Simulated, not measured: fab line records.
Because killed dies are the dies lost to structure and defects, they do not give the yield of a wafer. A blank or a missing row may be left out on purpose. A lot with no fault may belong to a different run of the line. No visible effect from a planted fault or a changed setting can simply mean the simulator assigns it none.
A lot that was struck, set against a sound lot	flow n5-finfet	16 steps out of a route of 1938
Sound: the wafers L750.3, L750.4, L750.6. Struck: wafers L746.1, L746.2, L746.5. The cause is named last.
At each step with rows: each side's tool, then ch and its chambers, then its first start. Under that, the readings that differ: sound wafers	struck wafers	difference of the means	sigmas: that difference in standard deviations of wafers without a fault.
alike: words and numbers the same on both sides, and readings whose means are apart by under 2 such deviations; not compared: readings that were withheld, readings missing a value for some wafer, numbers with overlapping values and no deviation given by the record, and bounds like >300 which may hide the same value.
Wherever a step has rows on one side only, a row that says differs or no value, or a row with sigmas, the two part there. Numbers that have no deviation but don't overlap get no sigmas and don't part them. A reading missing from all wafers of one side parts the sides only when that side holds two or more wafers.

first, 3 steps without rows for these wafers: N5_BEOL_M2_EXPOSE_08 (exposes mask M2); N5_BEOL_M2_PEB_09 (peb time 60 s); N5_BEOL_M2_DEVELOP_10 (develop time 30 s).
N5_BEOL_M2_CD_MEAS_11: target cd 16.79 nm.
  sound on cd-sem-02 ch 0, day 10 15:55; struck on cd-sem-03 ch 0, day 9 13:24
  alike: cd-nm
N5_BEOL_M2_OVL_MEAS_12:
  sound on overlay-02 ch 0, day 10 15:58; struck on overlay-01 ch 0, day 9 13:26
  alike: M2_OVL
N5_BEOL_M2_INSPECT_13: inspects for defects (brightfield).
  sound on defect-inspect-01 at day 10 16:01; struck on defect-inspect-01 at day 9 13:29
  alike: raw-defect-count
N5_BEOL_M2_DESCUM_16: chemistry O2, time 7 s.
  sound on rie-diel-02 ch 0,1, day 10 16:02; struck on rie-diel-01 ch 0,1,3, day 9 13:44
  alike: drypump-motor-current-A, oes-product-au, rf-vpp-V, showerhead-plenum-p-Torr, throttle-valve-pct
  not compared: rf-hours-counter-h
N5_BEOL_M2_ETCH_74: etches underlayer in N2/H2, target depth 6.5 nm, time 5.2 s.
  sound on rie-diel-02 ch 0,1, day 10 16:04; struck on rie-diel-01 ch 0,1,3, day 9 13:46
  alike: bias-w, drypump-motor-current-A, etch-rf-on-time-s, h2-flow-sccm, oes-product-au, rf-vpp-V, showerhead-plenum-p-Torr, throttle-valve-pct
  not compared: rf-hours-counter-h
N5_BEOL_M2_ETCH_63: etches SiARC in CF4, target depth 15.6 nm, time 26 s.
  sound on rie-diel-02 ch 0,1, day 10 16:05; struck on rie-diel-01 ch 0,1,3, day 9 13:47
  alike: bias-w, cf4-flow-sccm, drypump-motor-current-A, etch-rf-on-time-s, oes-product-au, rf-vpp-V, showerhead-plenum-p-Torr, throttle-valve-pct
  not compared: rf-hours-counter-h
N5_BEOL_M2_ETCH_64: etches SOC in N2/H2, target depth 75 nm, overetch 22.5 nm, time 121.9 s.
  sound on rie-diel-02 ch 0,1, day 10 16:07; struck on rie-diel-01 ch 0,1,3, day 9 13:49
  alike: bias-w, drypump-motor-current-A, h2-flow-sccm, oes-product-au, rf-vpp-V, showerhead-plenum-p-Torr, throttle-valve-pct
  not compared: rf-hours-counter-h
then, 2 steps without rows for these wafers: N5_BEOL_M2_STRIP_65 (strips in N2/H2); N5_BEOL_M2_STRIP_75 (strips in N2/H2).
N5_BEOL_M2_STRIP_66: strips in CF4.
  sound on rie-diel-02 ch 0,1, day 10 16:15; struck on rie-diel-01 ch 0,1,3, day 9 13:56
  no value came back on the struck wafers for any of 8 readings (bias-power-w (W), cf4-flow-sccm (sccm) and others); on the sound wafers bias-power-w (W) reads 74.85 75.04 74.81
reading	sound	struck	difference	sigmas
model.SiARC_of_BEOL_M2_COAT_62.thk-nm (nm)	0 0 0	5.8 6.2 6.2	+6.1	
  not compared: rf-hours-counter-h
N5_BEOL_M2_HM_OPEN_17: chemistry Cl2/BCl3, target TiN, target depth 20 nm, overetch 6 nm.
  sound on rie-metal-02 ch 0,1, day 10 16:19; struck on rie-metal-02 ch 0,1, day 9 13:59
  alike: bias-w, drypump-motor-current-A, oes-product-au, throttle-valve-pct
  not compared: rf-hours-counter-h
N5_BEOL_M4_RC_MEAS_101:
  sound on prober-02 ch 0, day 12 13:08; struck on prober-01 ch 0, day 11 03:13
  alike: DIBL_N, DIBL_P, IOFF_N, IOFF_P, ION_N, ION_P, SS_N, SS_P, VT_N, VT_P
N5_PASSIVATION_PROBE_49:
  the record holds rows for the sound wafers here (prober-02, day 16 16:49) but none for the struck ones

WHERE THEY PART
Earliest at N5_BEOL_M2_STRIP_66; latest, in this record, at N5_PASSIVATION_PROBE_49.

WHY: the cause the simulator had injected
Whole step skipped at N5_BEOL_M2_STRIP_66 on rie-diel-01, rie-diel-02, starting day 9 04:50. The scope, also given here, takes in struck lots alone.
